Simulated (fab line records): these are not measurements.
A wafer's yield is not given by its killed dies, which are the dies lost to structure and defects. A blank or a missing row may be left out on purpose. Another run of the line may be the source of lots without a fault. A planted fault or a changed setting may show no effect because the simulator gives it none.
fab line records    flow n5-finfet
record lots=24  wafers=72  last-day=18
route steps=1938 shown BEOL_M5@1170 BEOL_M7@1279
lots that met no fault: taken from a fault-free run of the same line
start-h: the number of hours between the record's first day and the start of the first shown wafer of the lot    wait-h: hours elapsed since this lot's preceding step    " the same as in the row above    L1.1+2: a row that stands for several wafers    - either no value or no given start    * or withheld: withheld    < > ~ a bound
route shown NAME@n: names a module that has steps shown in the file, with the first one's number in the route    usual: the fault-free wafers' mean and standard deviation    same: alike in all rows    chamber/n: place in a boat    sites: readings site by site    _std_site: their standard deviation    _edge_site: the outer-site mean with the inner-site mean subtracted    radius-mm: for every site, how far away it sits from the centre of the wafer    mask NAME#n: copy n    behind: tool/chamber where the wafer was last shaped    hold: what put the lot on hold/how long, in hours/how the hold closed    device: which transistor (n, p or np) failed to switch    end of line: at the end of the route, the tests of the same wafers    where a step has no rows: the recipe by itself    killed: not the wafer's yield, but the dies lost to structure and defects at the first sort    map: the dies of a wafer, with x for killed, . for not killed, _ for no die there
set.NAME: the setting that was run; set.NAME@STEP: the one run at that earlier step    model.NAME: the simulator's own value behind a step, which no gauge read
one table for each step of the route and one row for each wafer, over a sample of lots
services: when a tool's chamber went out of use (start-h, in hours from the record's first day, below 0 if earlier), for how many hours, and the reason
## steps
# step N5_BEOL_M5_DEGAS_44
# recipe ambient=vacuum  temp-c=250  time-s=60
# usual heater-power-w=330/44
lot.wafer  tool            chamber  start-h  wait-h  heater-power-w
L074.1     pvd-sputter-03  -        180.82   1.1     276
L074.3     "               -        "        "       355
L074.6     "               -        "        "       284
L075.1     pvd-sputter-01  -        194.16   2.3     366
L075.3     "               -        "        "       303
L075.4     "               -        "        "       327
L076.1     pvd-sputter-01  -        202.14   0.3     324
L076.3     "               -        "        "       299
L076.6     "               -        "        "       322
L077.1     pvd-sputter-03  -        202.58   0.4     279
L077.3     "               -        "        "       302
L077.6     "               -        "        "       387
L079.1     pvd-sputter-02  -        205.96   0.3     320
L079.3     "               -        "        "       283
L079.4     "               -        "        "       307
L078.2     pvd-sputter-03  -        207.58   0.7     276
L078.4     "               -        "        "       301
L078.5     "               -        "        "       348
L080.2     pvd-sputter-03  -        223.60   0.3     379
L080.4     "               -        "        "       278
L080.5     "               -        "        "       388
L081.1     pvd-sputter-03  -        223.79   0.3     351
L081.4     "               -        "        "       367
L081.5     "               -        "        "       287
L083.1     pvd-sputter-02  -        230.69   0.4     316
L083.5     "               -        "        "       286
L083.6     "               -        "        "       316
L082.1     pvd-sputter-02  -        232.97   0.7     289
L082.3     "               -        "        "       428
L082.5     "               -        "        "       303
L084.2     pvd-sputter-02  -        240.54   1.3     319
L084.3     "               -        "        "       425
L084.5     "               -        "        "       313
L085.3     pvd-sputter-01  -        240.57   1.0     375
L085.5     "               -        "        "       369
L085.6     "               -        "        "       325
L086.1     pvd-sputter-02  -        258.47   0.9     293
L086.3     "               -        "        "       315
L086.4     "               -        "        "       429
L087.2     pvd-sputter-02  -        262.97   0.5     283
L087.3     "               -        "        "       317
L087.5     "               -        "        "       286
L089.1     pvd-sputter-03  -        267.78   0.5     272
L089.5     "               -        "        "       348
L089.6     "               -        "        "       303
L088.1     pvd-sputter-03  -        274.26   0.3     379
L088.4     "               -        "        "       347
L088.5     "               -        "        "       377
L091.3     pvd-sputter-02  -        274.95   0.3     436
L091.4     "               -        "        "       306
L091.6     "               -        "        "       309
L090.1     pvd-sputter-01  -        284.93   1.1     376
L090.3     "               -        "        "       321
L090.5     "               -        "        "       383
L093.3     pvd-sputter-02  -        295.53   0.5     307
L093.4     "               -        "        "       439
L093.6     "               -        "        "       291
L092.3     pvd-sputter-03  -        297.73   0.2     279
L092.4     "               -        "        "       348
L092.6     "               -        "        "       303
L094.1     pvd-sputter-01  -        311.63   0.3     302
L094.5     "               -        "        "       362
L094.6     "               -        "        "       298
L096.1     pvd-sputter-02  -        318.36   0.4     439
L096.5     "               -        "        "       324
L096.6     "               -        "        "       308
L095.2     pvd-sputter-02  -        318.62   0.2     296
L095.4     "               -        "        "       431
L095.6     "               -        "        "       323
L097.1     pvd-sputter-03  -        327.77   0.3     353
L097.2     "               -        "        "       279
L097.3     "               -        "        "       377
# step N5_BEOL_M5_PRE_CLEAN_45
# recipe gas=H2/He  time-s=30  temp-c=250
# usual heater-power-w=331/44
lot.wafer  tool            chamber  start-h  wait-h  heater-power-w
L074.1     pvd-sputter-03  -        180.86   0.0     287
L074.3     "               -        "        "       352
L074.6     "               -        "        "       285
L075.1     pvd-sputter-01  -        194.20   0.0     376
L075.3     "               -        "        "       305
L075.4     "               -        "        "       320
L076.1     pvd-sputter-01  -        202.18   0.0     332
L076.3     "               -        "        "       310
L076.6     "               -        "        "       321
L077.1     pvd-sputter-03  -        202.62   0.0     277
L077.3     "               -        "        "       302
L077.6     "               -        "        "       383
L079.1     pvd-sputter-02  -        206.00   0.0     316
L079.3     "               -        "        "       295
L079.4     "               -        "        "       307
L078.2     pvd-sputter-03  -        207.62   0.0     286
L078.4     "               -        "        "       302
L078.5     "               -        "        "       346
L080.2     pvd-sputter-03  -        223.64   0.0     387
L080.4     "               -        "        "       283
L080.5     "               -        "        "       392
L081.1     pvd-sputter-03  -        223.83   0.0     349
L081.4     "               -        "        "       392
L081.5     "               -        "        "       285
L083.1     pvd-sputter-02  -        230.73   0.0     315
L083.5     "               -        "        "       291
L083.6     "               -        "        "       321
L082.1     pvd-sputter-02  -        233.01   0.0     291
L082.3     "               -        "        "       432
L082.5     "               -        "        "       309
L084.2     pvd-sputter-02  -        240.58   0.0     317
L084.3     "               -        "        "       428
L084.5     "               -        "        "       316
L085.3     pvd-sputter-01  -        240.61   0.0     377
L085.5     "               -        "        "       373
L085.6     "               -        "        "       316
L086.1     pvd-sputter-02  -        258.51   0.0     289
L086.3     "               -        "        "       316
L086.4     "               -        "        "       427
L087.2     pvd-sputter-02  -        263.01   0.0     296
L087.3     "               -        "        "       313
L087.5     "               -        "        "       289
L089.1     pvd-sputter-03  -        267.82   0.0     277
L089.5     "               -        "        "       348
L089.6     "               -        "        "       306
L088.1     pvd-sputter-03  -        274.30   0.0     386
L088.4     "               -        "        "       349
L088.5     "               -        "        "       390
L091.3     pvd-sputter-02  -        274.99   0.0     427
L091.4     "               -        "        "       300
L091.6     "               -        "        "       304
L090.1     pvd-sputter-01  -        284.97   0.0     372
L090.3     "               -        "        "       320
L090.5     "               -        "        "       371
L093.3     pvd-sputter-02  -        295.57   0.0     298
L093.4     "               -        "        "       421
L093.6     "               -        "        "       292
L092.3     pvd-sputter-03  -        297.77   0.0     282
L092.4     "               -        "        "       350
L092.6     "               -        "        "       294
L094.1     pvd-sputter-01  -        311.67   0.0     303
L094.5     "               -        "        "       383
L094.6     "               -        "        "       305
L096.1     pvd-sputter-02  -        318.40   0.0     434
L096.5     "               -        "        "       315
L096.6     "               -        "        "       309
L095.2     pvd-sputter-02  -        318.66   0.0     301
L095.4     "               -        "        "       437
L095.6     "               -        "        "       319
L097.1     pvd-sputter-03  -        327.81   0.0     361
L097.2     "               -        "        "       281
L097.3     "               -        "        "       397
# step N5_BEOL_M5_SURFACE_TREAT_87
# recipe gas=Ar  time-s=*  ion-energy-ev=*  ion-current-ma-cm2=0.5  pressure-mtorr=*  ar-flow-sccm=30
# usual throttle-valve-pct=*
lot.wafer  tool            chamber  start-h  wait-h  throttle-valve-pct
L074.1     pvd-sputter-03  -        181.20   0.1     *
L074.3     "               -        "        "       *
L074.6     "               -        "        "       *
L075.1     pvd-sputter-02  -        194.54   0.2     *
L075.3     "               -        "        "       *
L075.4     "               -        "        "       *
L076.1     pvd-sputter-03  -        202.54   0.2     *
L076.3     "               -        "        "       *
L076.6     "               -        "        "       *
L077.1     pvd-sputter-01  -        203.04   0.3     *
L077.3     "               -        "        "       *
L077.6     "               -        "        "       *
L079.1     pvd-sputter-02  -        206.52   0.1     *
L079.3     "               -        "        "       *
L079.4     "               -        "        "       *
L078.2     pvd-sputter-01  -        208.24   0.4     *
L078.4     "               -        "        "       *
L078.5     "               -        "        "       *
L080.2     pvd-sputter-03  -        223.93   0.1     *
L080.4     "               -        "        "       *
L080.5     "               -        "        "       *
L081.1     pvd-sputter-01  -        224.12   0.1     *
L081.4     "               -        "        "       *
L081.5     "               -        "        "       *
L083.1     pvd-sputter-03  -        231.28   0.4     *
L083.5     "               -        "        "       *
L083.6     "               -        "        "       *
L082.1     pvd-sputter-01  -        233.34   0.2     *
L082.3     "               -        "        "       *
L082.5     "               -        "        "       *
L084.2     pvd-sputter-03  -        240.97   0.1     *
L084.3     "               -        "        "       *
L084.5     "               -        "        "       *
L085.3     pvd-sputter-02  -        241.00   0.1     *
L085.5     "               -        "        "       *
L085.6     "               -        "        "       *
L086.1     pvd-sputter-02  -        258.83   0.2     *
L086.3     "               -        "        "       *
L086.4     "               -        "        "       *
L087.2     pvd-sputter-02  -        263.41   0.2     *
L087.3     "               -        "        "       *
L087.5     "               -        "        "       *
L089.1     pvd-sputter-03  -        268.18   0.2     *
L089.5     "               -        "        "       *
L089.6     "               -        "        "       *
L088.1     pvd-sputter-03  -        274.78   0.3     *
L088.4     "               -        "        "       *
L088.5     "               -        "        "       *
L091.3     pvd-sputter-03  -        276.70   1.5     *
L091.4     "               -        "        "       *
L091.6     "               -        "        "       *
L090.1     pvd-sputter-01  -        285.31   0.2     *
L090.3     "               -        "        "       *
L090.5     "               -        "        "       *
L093.3     pvd-sputter-01  -        295.90   0.2     *
L093.4     "               -        "        "       *
L093.6     "               -        "        "       *
L092.3     pvd-sputter-01  -        298.06   0.1     *
L092.4     "               -        "        "       *
L092.6     "               -        "        "       *
L094.1     pvd-sputter-02  -        312.00   0.2     *
L094.5     "               -        "        "       *
L094.6     "               -        "        "       *
L096.1     pvd-sputter-03  -        318.87   0.2     *
L096.5     "               -        "        "       *
L096.6     "               -        "        "       *
L095.2     pvd-sputter-01  -        318.97   0.1     *
L095.4     "               -        "        "       *
L095.6     "               -        "        "       *
L097.1     pvd-sputter-01  -        328.25   0.3     *
L097.2     "               -        "        "       *
L097.3     "               -        "        "       *
# step N5_BEOL_M5_SPUTTER_88
# recipe material=Cu  target-thk-a=150  temp-c=-20  chamber-pressure-pa=0.07  power-w=withheld  time-s=27.62
# usual throttle-valve-pct=30.4/1.3
lot.wafer  tool            chamber  start-h  wait-h  throttle-valve-pct
L074.1     pvd-sputter-01  -        184.74   0.5     31.3
L074.3     "               -        "        "       28.4
L074.6     "               -        "        "       31.5
L075.1     pvd-sputter-01  -        198.10   0.5     28.3
L075.3     "               -        "        "       31.9
L075.4     "               -        "        "       31.4
L076.1     pvd-sputter-03  -        206.08   0.5     28.5
L076.3     "               -        "        "       28.8
L076.6     "               -        "        "       28.4
L077.1     pvd-sputter-01  -        206.68   0.5     31.3
L077.3     "               -        "        "       32.0
L077.6     "               -        "        "       28.7
L079.1     pvd-sputter-02  -        210.12   0.5     30.9
L079.3     "               -        "        "       30.0
L079.4     "               -        "        "       30.6
L078.2     pvd-sputter-01  -        211.80   0.5     31.5
L078.4     "               -        "        "       31.9
L078.5     "               -        "        "       32.1
L080.2     pvd-sputter-01  -        227.42   0.5     31.5
L080.4     "               -        "        "       30.4
L080.5     "               -        "        "       32.1
L081.1     pvd-sputter-03  -        227.59   0.5     32.2
L081.4     "               -        "        "       31.7
L081.5     "               -        "        "       28.3
L083.1     pvd-sputter-03  -        234.80   0.5     28.8
L083.5     "               -        "        "       32.2
L083.6     "               -        "        "       31.5
L082.1     pvd-sputter-02  -        236.89   0.5     29.1
L082.3     "               -        "        "       30.8
L082.5     "               -        "        "       30.8
L084.2     pvd-sputter-03  -        244.45   0.5     31.7
L084.3     "               -        "        "       28.9
L084.5     "               -        "        "       31.7
L085.3     pvd-sputter-02  -        244.55   0.5     28.9
L085.5     "               -        "        "       30.4
L085.6     "               -        "        "       29.2
L086.1     pvd-sputter-01  -        262.40   0.5     29.9
L086.3     "               -        "        "       28.3
L086.4     "               -        "        "       31.9
L087.2     pvd-sputter-02  -        266.89   0.5     30.8
L087.3     "               -        "        "       29.1
L087.5     "               -        "        "       30.5
L089.1     pvd-sputter-02  -        271.70   0.5     30.4
L089.5     "               -        "        "       30.8
L089.6     "               -        "        "       31.0
L088.1     pvd-sputter-02  -        278.29   0.5     30.1
L088.4     "               -        "        "       30.5
L088.5     "               -        "        "       30.1
L091.3     pvd-sputter-03  -        281.03   0.5     32.3
L091.4     "               -        "        "       28.9
L091.6     "               -        "        "       32.1
L090.1     pvd-sputter-01  -        288.81   0.5     32.1
L090.3     "               -        "        "       28.7
L090.5     "               -        "        "       30.2
L093.3     pvd-sputter-02  -        299.41   0.5     29.5
L093.4     "               -        "        "       30.3
L093.6     "               -        "        "       30.1
L092.3     pvd-sputter-01  -        303.28   0.5     30.3
L092.4     "               -        "        "       32.0
L092.6     "               -        "        "       28.5
L094.1     pvd-sputter-03  -        315.62   0.5     28.7
L094.5     "               -        "        "       32.2
L094.6     "               -        "        "       31.6
L096.1     pvd-sputter-01  -        322.35   0.5     31.6
L096.5     "               -        "        "       28.5
L096.6     "               -        "        "       31.4
L095.2     pvd-sputter-02  -        322.64   0.5     29.1
L095.4     "               -        "        "       30.0
L095.6     "               -        "        "       31.1
L097.1     pvd-sputter-01  -        332.26   0.5     28.4
L097.2     "               -        "        "       31.9
L097.3     "               -        "        "       31.4
# step N5_BEOL_M5_PRE_CLEAN_77
# recipe gas=NH3/H2  time-s=15  temp-c=*  rf-power-w=300
# usual heater-power-w=108/25
lot.wafer  tool       chamber  start-h  wait-h  heater-power-w
L074.1     cvd-co-01  2        188.83   0.0     82
L074.3     "          1        "        "       140
L074.6     "          0        "        "       78
L075.1     cvd-co-01  0        200.02   0.0     76
L075.3     "          2        "        "       80
L075.4     "          2        "        "       82
L076.1     cvd-co-02  2        208.01   0.0     136
L076.3     "          1        "        "       103
L076.6     "          0        "        "       86
L077.1     cvd-co-02  0        208.60   0.0     83
L077.3     "          2        "        "       131
L077.6     "          1        "        "       101
L079.1     cvd-co-02  1        212.03   0.0     104
L079.3     "          2        "        "       135
L079.4     "          1        "        "       102
L078.2     cvd-co-02  1        213.93   0.1     105
L078.4     "          1        "        "       104
L078.5     "          0        "        "       83
L080.2     cvd-co-02  2        229.52   0.1     136
L080.4     "          2        "        "       134
L080.5     "          0        "        "       85
L081.1     cvd-co-02  1        229.96   0.4     103
L081.4     "          0        "        "       83
L081.5     "          2        "        "       134
L083.1     cvd-co-01  0        236.76   0.0     78
L083.5     "          0        "        "       76
L083.6     "          1        "        "       139
L082.1     cvd-co-01  1        238.80   0.0     140
L082.3     "          0        "        "       78
L082.5     "          2        "        "       84
L084.2     cvd-co-02  2        246.38   0.0     138
L084.3     "          2        "        "       137
L084.5     "          0        "        "       84
L085.3     cvd-co-01  0        246.48   0.0     75
L085.5     "          1        "        "       143
L085.6     "          2        "        "       81
L086.1     cvd-co-02  1        264.45   0.0     104
L086.3     "          2        "        "       136
L086.4     "          0        "        "       83
L087.2     cvd-co-02  0        268.94   0.0     85
L087.3     "          2        "        "       135
L087.5     "          2        "        "       136
L089.1     cvd-co-01  2        273.62   0.0     80
L089.5     "          1        "        "       141
L089.6     "          0        "        "       77
L088.1     cvd-co-02  1        280.22   0.0     103
L088.4     "          0        "        "       82
L088.5     "          1        "        "       100
L091.3     cvd-co-02  1        283.23   0.0     105
L091.4     "          0        "        "       85
L091.6     "          2        "        "       137
L090.1     cvd-co-02  1        290.74   0.0     103
L090.3     "          2        "        "       134
L090.5     "          1        "        "       103
L093.3     cvd-co-02  2        301.67   0.3     137
L093.4     "          1        "        "       101
L093.6     "          1        "        "       104
L092.3     cvd-co-02  1        305.25   0.1     103
L092.4     "          2        "        "       140
L092.6     "          2        "        "       132
L094.1     cvd-co-02  1        317.79   0.0     104
L094.5     "          2        "        "       137
L094.6     "          1        "        "       103
L096.1     cvd-co-01  1        324.28   0.0     144
L096.5     "          2        "        "       83
L096.6     "          0        "        "       77
L095.2     cvd-co-01  1        325.14   0.5     144
L095.4     "          1        "        "       144
L095.6     "          0        "        "       79
L097.1     cvd-co-02  2        334.18   0.0     134
L097.2     "          1        "        "       102
L097.3     "          2        "        "       137
# step N5_BEOL_M7_DESCUM_16
# recipe chemistry=O2  time-s=7.9  source-power-w=50  bias-power-w=20  pressure-mtorr=20  rf-frequency-hz=2.712e+07  temp-c=40  resist=CAR-ArF  o2-flow-sccm=225
# usual drypump-motor-current-A=5.6/0.39  o2-flow-sccm=225.1/0.68  oes-product-au=0.81/0.081  rf-vpp-V=243.6/1.1  showerhead-plenum-p-Torr=2.12/0.048  throttle-valve-pct=20.42/0.2
lot.wafer  tool         chamber  start-h  wait-h  drypump-motor-current-A  o2-flow-sccm  oes-product-au  rf-hours-counter-h  rf-vpp-V  showerhead-plenum-p-Torr  throttle-valve-pct
L074.1     rie-diel-05  0        202.18   0.1     6.2                      223.9         0.74            174                 244.8     2.16                      20.59
L074.3     "            2        "        "       5.5                      224.3         0.89            45                  242.2     2.15                      20.47
L074.6     "            2        "        "       5.5                      225.4         0.90            -                   243.1     2.15                      20.48
L075.1     rie-diel-02  1        213.10   0.0     4.9                      224.6         1.00            1                   242.7     2.13                      20.02
L075.3     "            2        "        "       5.6                      224.1         0.74            171                 243.3     2.10                      20.34
L075.4     "            3        "        "       5.2                      225.9         0.71            179                 243.7     2.17                      20.64
L076.1     rie-diel-02  3        222.66   0.0     5.2                      224.7         0.71            182                 244.0     2.17                      20.65
L076.3     "            1        "        "       4.9                      225.4         0.98            3                   244.1     2.13                      20.02
L076.6     "            0        "        "       5.4                      225.1         0.95            -                   245.1     2.22                      20.00
L077.1     rie-diel-05  1        223.75   0.1     5.6                      225.7         0.74            166                 242.9     2.11                      20.54
L077.3     "            2        "        "       5.5                      225.8         0.88            53                  244.5     2.15                      20.46
L077.6     "            2        "        "       5.5                      225.3         0.88            -                   243.8     2.15                      20.48
L079.1     rie-diel-05  2        224.48   0.3     5.5                      226.2         0.89            54                  242.4     2.15                      20.47
L079.3     "            1        "        "       5.6                      225.0         0.74            167                 243.0     2.11                      20.54
L079.4     "            1        "        "       5.6                      224.4         0.75            -                   242.5     2.11                      20.54
L078.2     rie-diel-05  0        228.82   0.3     6.2                      225.9         0.73            185                 244.7     2.15                      20.62
L078.4     "            3        "        "       5.6                      225.4         0.88            31                  242.6     2.06                      20.36
L078.5     "            2        "        "       5.5                      226.1         0.88            -                   242.9     2.15                      20.47
L080.2     rie-diel-04  2        241.58   0.1     6.4                      223.9         0.85            66                  244.3     2.12                      20.53
L080.4     "            1        "        "       5.4                      224.3         0.91            28                  243.6     2.03                      20.13
L080.5     "            1        "        "       5.4                      225.1         0.90            -                   241.2     2.03                      20.13
L081.1     rie-diel-05  3        246.94   0.0     5.5                      224.4         0.88            37                  243.0     2.06                      20.37
L081.4     "            2        "        "       5.5                      225.1         0.87            61                  241.7     2.14                      20.50
L081.5     "            2        "        "       5.5                      225.2         0.87            -                   243.8     2.14                      20.49
L083.1     rie-diel-05  0        247.25   0.0     6.2                      224.1         0.72            191                 243.7     2.15                      20.62
L083.5     "            0        "        "       6.2                      225.8         0.72            -                   243.6     2.15                      20.61
L083.6     "            1        "        "       5.6                      226.2         0.74            -                   242.4     2.10                      20.54
L082.1     rie-diel-02  2        249.61   0.1     5.6                      223.9         0.73            181                 243.0     2.10                      20.36
L082.3     "            0        "        "       5.4                      225.7         0.93            20                  244.6     2.22                      20.01
L082.5     "            3        "        "       5.2                      226.4         0.69            -                   244.4     2.16                      20.65
L084.2     rie-diel-02  1        256.68   0.0     4.9                      224.7         0.94            15                  245.1     2.12                      20.05
L084.3     "            3        "        "       5.2                      223.6         0.70            193                 245.5     2.16                      20.66
L084.5     "            0        "        "       5.4                      224.5         0.92            -                   245.9     2.22                      20.00
L085.3     rie-diel-04  0        258.87   0.4     5.9                      224.6         0.75            160                 244.3     2.11                      20.45
L085.5     "            2        "        "       6.4                      224.6         0.84            -                   243.5     2.12                      20.53
L085.6     "            1        "        "       5.4                      225.2         0.90            -                   241.8     2.03                      20.14
L086.1     rie-diel-05  2        278.37   0.2     5.5                      224.8         0.86            71                  243.1     2.14                      20.49
L086.3     "            0        "        "       6.2                      225.7         0.71            202                 244.2     2.15                      20.64
L086.4     "            1        "        "       5.6                      224.2         0.73            185                 245.1     2.10                      20.57
L087.2     rie-diel-05  2        279.48   0.4     5.5                      225.4         0.86            72                  244.3     2.14                      20.51
L087.3     "            0        "        "       6.2                      225.4         0.71            203                 243.5     2.15                      20.66
L087.5     "            0        "        "       6.2                      224.6         0.71            -                   244.2     2.15                      20.64
L089.1     rie-diel-02  1        285.47   0.0     4.9                      226.0         0.91            24                  244.3     2.12                      20.04
L089.5     "            2        "        "       5.6                      225.4         0.73            -                   243.3     2.10                      20.37
L089.6     "            3        "        "       5.2                      224.9         0.69            -                   243.7     2.16                      20.64
L088.1     rie-diel-04  1        292.91   0.2     5.3                      225.8         0.87            44                  241.3     2.02                      20.16
L088.4     "            3        "        "       5.7                      225.5         0.83            70                  243.0     2.10                      20.39
L088.5     "            1        "        "       5.3                      225.7         0.86            -                   243.2     2.02                      20.16
L091.3     rie-diel-04  3        296.42   0.0     5.7                      225.6         0.83            71                  244.7     2.10                      20.39
L091.4     "            0        "        "       5.9                      225.6         0.74            171                 243.2     2.11                      20.47
L091.6     "            2        "        "       6.4                      224.6         0.83            -                   245.0     2.12                      20.56
L090.1     rie-diel-05  2        303.17   0.0     5.5                      225.0         0.84            80                  245.3     2.14                      20.50
L090.3     "            0        "        "       6.2                      225.8         0.70            211                 244.0     2.15                      20.66
L090.5     "            3        "        "       5.6                      224.9         0.85            -                   241.7     2.05                      20.40
L093.3     rie-diel-02  3        311.97   0.3     5.1                      225.8         0.69            208                 245.0     2.16                      20.67
L093.4     "            1        "        "       4.9                      224.7         0.89            31                  244.5     2.12                      20.07
L093.6     "            1        "        "       4.9                      224.6         0.90            -                   244.3     2.12                      20.07
L092.3     rie-diel-04  1        315.72   0.2     5.4                      225.4         0.86            50                  243.3     2.02                      20.17
L092.4     "            2        "        "       6.4                      224.9         0.81            89                  243.1     2.12                      20.54
L092.6     "            2        "        "       6.4                      224.8         0.81            -                   242.8     2.12                      20.54
L094.1     rie-diel-04  3        328.46   0.1     5.7                      224.6         0.81            83                  244.4     2.09                      20.40
L094.5     "            2        "        "       6.4                      225.4         0.80            -                   242.5     2.11                      20.57
L094.6     "            1        "        "       5.3                      224.9         0.85            -                   241.2     2.02                      20.18
L096.1     rie-diel-04  2        339.48   0.0     6.4                      224.9         0.80            95                  243.5     2.11                      20.55
L096.5     "            0        "        "       5.9                      225.4         0.74            -                   242.3     2.11                      20.49
L096.6     "            3        "        "       5.7                      224.9         0.81            -                   242.8     2.09                      20.41
L095.2     rie-diel-05  0        342.10   0.0     6.2                      224.6         0.70            222                 245.1     2.14                      20.66
L095.4     "            3        "        "       5.5                      225.5         0.84            66                  243.1     2.05                      20.40
L095.6     "            0        "        "       6.2                      226.1         0.69            -                   245.3     2.14                      20.68
L097.1     rie-diel-05  2        345.73   0.0     5.5                      224.3         0.84            91                  243.1     2.13                      20.52
L097.2     "            0        "        "       6.2                      225.6         0.70            223                 244.3     2.14                      20.67
L097.3     "            1        "        "       5.6                      224.6         0.72            205                 243.7     2.09                      20.58
## services
tool            chamber  start-h  hours  kind
rie-diel-02     0        162.78   -      clean
rie-diel-02     0        162.78   -      consumable-replace:focus-ring
rie-diel-02     0        162.78   -      consumable-replace:showerhead
rie-diel-02     0        162.78   20.6   scheduled-down
rie-diel-02     0        162.78   20.6   vent-cycle
rie-diel-02     -        174.67   14.6   pm
pvd-sputter-03  -        178.36   1.0    repair
rie-diel-02     1        189.27   -      clean
rie-diel-02     0        190.78   2.9    repair
cvd-co-02       -        195.30   6.0    pm
rie-diel-02     3        201.95   4.0    repair
rie-diel-05     3        210.20   15.3   repair
cvd-co-02       -        215.45   1.5    repair
cvd-co-02       1        240.53   10.1   repair
rie-diel-02     3        264.08   11.4   repair
rie-diel-02     -        271.71   2.8    pm
cvd-co-02       0        290.57   66.4   repair
cvd-co-01       -        298.11   6.9    pm
rie-diel-02     -        300.28   4.0    repair
rie-diel-02     0        322.58   9.6    repair
cvd-co-02       2        324.30   8.6    repair
rie-diel-04     1        330.34   2.0    repair
pvd-sputter-03  -        332.92   11.1   repair
rie-diel-02     -        337.47   0.7    repair
## key
fault none
